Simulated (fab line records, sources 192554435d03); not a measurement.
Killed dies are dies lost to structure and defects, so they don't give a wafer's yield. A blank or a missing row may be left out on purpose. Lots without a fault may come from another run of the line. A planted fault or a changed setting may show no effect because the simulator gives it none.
Tool commonality check | flow n5_finfet | 11 lots, 33 wafers sampled

WHY IT WAS OPENED
At N5_BEOL_M11_THK_MEAS_01 the reading M11_ILD_THK is flagged on 2 of 11 lots. Wafers without a fault read 267 nm, standard deviation 3.2.
Rule: a lot is flagged when every wafer of it that has a number lies more than 4 standard deviations from that mean, or none has a number. The other lots count as sound.

lot  | measured     | on            | M11_ILD_THK (nm), wafer by wafer | flag
L279 | day 9 22:24  | film_metro-01 | 266 268 271                      |
L282 | day 11 11:34 | film_metro-02 | 266 269 265                      |
L283 | day 11 19:14 | film_metro-01 | 263 261 264                      |
L284 | day 12 05:16 | film_metro-02 | 262 266 268                      |
L285 | day 12 10:50 | film_metro-02 | 305 303 306                      | FLAGGED
L288 | day 12 20:31 | film_metro-02 | 307 302 309                      | FLAGGED
L293 | day 14 13:35 | film_metro-01 | 261 262 268                      |
L295 | day 14 17:43 | film_metro-02 | 265 269 270                      |
L298 | day 15 01:47 | film_metro-01 | 263 264 267                      |
L302 | day 16 21:22 | film_metro-01 | 269 270 272                      |
L301 | day 17 07:52 | film_metro-02 | 273 272 269                      |
The numbers of the flagged lots are 305 nm on average: +38 nm against the usual, or +12 standard deviations.

WHICH TOOL RAN EACH LOT
The record holds 2 process steps before the reading, out of a route of 1938 steps. In each cell: the tool, then ch and the chambers that the sampled wafers went through, then the start.
lot  | flag    | N5_BEOL_M10_ALD_74                  | N5_BEOL_M11_CURE_71
L279 |         | ald_metal-01 ch 0,1,3, day 9 19:35  | uv_cure-03 ch 0, day 9 21:58
L282 |         | ald_metal-03 ch 0,3, day 11 08:47   | uv_cure-02 ch 1, day 11 11:17
L283 |         | ald_metal-03 ch 1,2,3, day 11 16:53 | uv_cure-01 ch 1, day 11 18:43
L284 |         | ald_metal-01 ch 0,1,3, day 12 03:08 | uv_cure-01 ch 0, day 12 04:50
L285 | FLAGGED | ald_metal-03 ch 1,2, day 12 08:37   | uv_cure-03 ch 1, day 12 10:24
L288 | FLAGGED | ald_metal-01 ch 0,2, day 12 17:25   | uv_cure-01 ch 0, day 12 20:05
L293 |         | ald_metal-03 ch 0,3, day 14 10:29   | uv_cure-01 ch 0, day 14 13:10
L295 |         | ald_metal-01 ch 0,1,3, day 14 15:02 | uv_cure-01 ch 0, day 14 17:17
L298 |         | ald_metal-02 ch 2,3, day 14 22:28   | uv_cure-02 ch 2, day 15 01:17
L302 |         | ald_metal-03 ch 0,1,2, day 16 17:33 | uv_cure-01 ch 0, day 16 20:52
L301 |         | ald_metal-01 ch 1,2, day 17 05:12   | uv_cure-03 ch 2, day 17 07:36
What these steps do:
- N5_BEOL_M10_ALD_74: deposits TaN, target thk 2 nm, pulse time 2 s, purge time 3 s.
- N5_BEOL_M11_CURE_71: cures SiCOH lowk, time 240 s.
- N5_BEOL_M11_THK_MEAS_01

FLAGGED OVER TOTAL, TOOL BY TOOL (the gauges that took the reading come last)
step                    | tool          | lots run | flagged | share of the flagged lots | sound lots run after its first flagged lot
N5_BEOL_M10_ALD_74      | ald_metal-01  | 5        | 1       | some                      | 2 (L295,L301)
N5_BEOL_M10_ALD_74      | ald_metal-02  | 1        | 0       | none                      | -
N5_BEOL_M10_ALD_74      | ald_metal-03  | 5        | 1       | some                      | 2 (L293,L302)
N5_BEOL_M11_CURE_71     | uv_cure-01    | 6        | 1       | some                      | 3 (L293,L295,L302)
N5_BEOL_M11_CURE_71     | uv_cure-02    | 2        | 0       | none                      | -
N5_BEOL_M11_CURE_71     | uv_cure-03    | 3        | 1       | some                      | 1 (L301)
N5_BEOL_M11_THK_MEAS_01 | film_metro-01 | 5        | 0       | none                      | -
N5_BEOL_M11_THK_MEAS_01 | film_metro-02 | 6        | 2       | all                       | 2 (L295,L301)

WHAT THE TABLE ALLOWS
1 row of the table ran every flagged lot: film_metro-02 at N5_BEOL_M11_THK_MEAS_01.
- film_metro-02 at N5_BEOL_M11_THK_MEAS_01: 2 of its 6 lots flagged. Sound lots ran on it after the first flagged one (L295, L301), which a lasting fault on the whole tool wouldn't allow.
No row of the table ran every flagged lot and no sound lot after the first.

WHAT THE SIMULATOR HAD PUT IN
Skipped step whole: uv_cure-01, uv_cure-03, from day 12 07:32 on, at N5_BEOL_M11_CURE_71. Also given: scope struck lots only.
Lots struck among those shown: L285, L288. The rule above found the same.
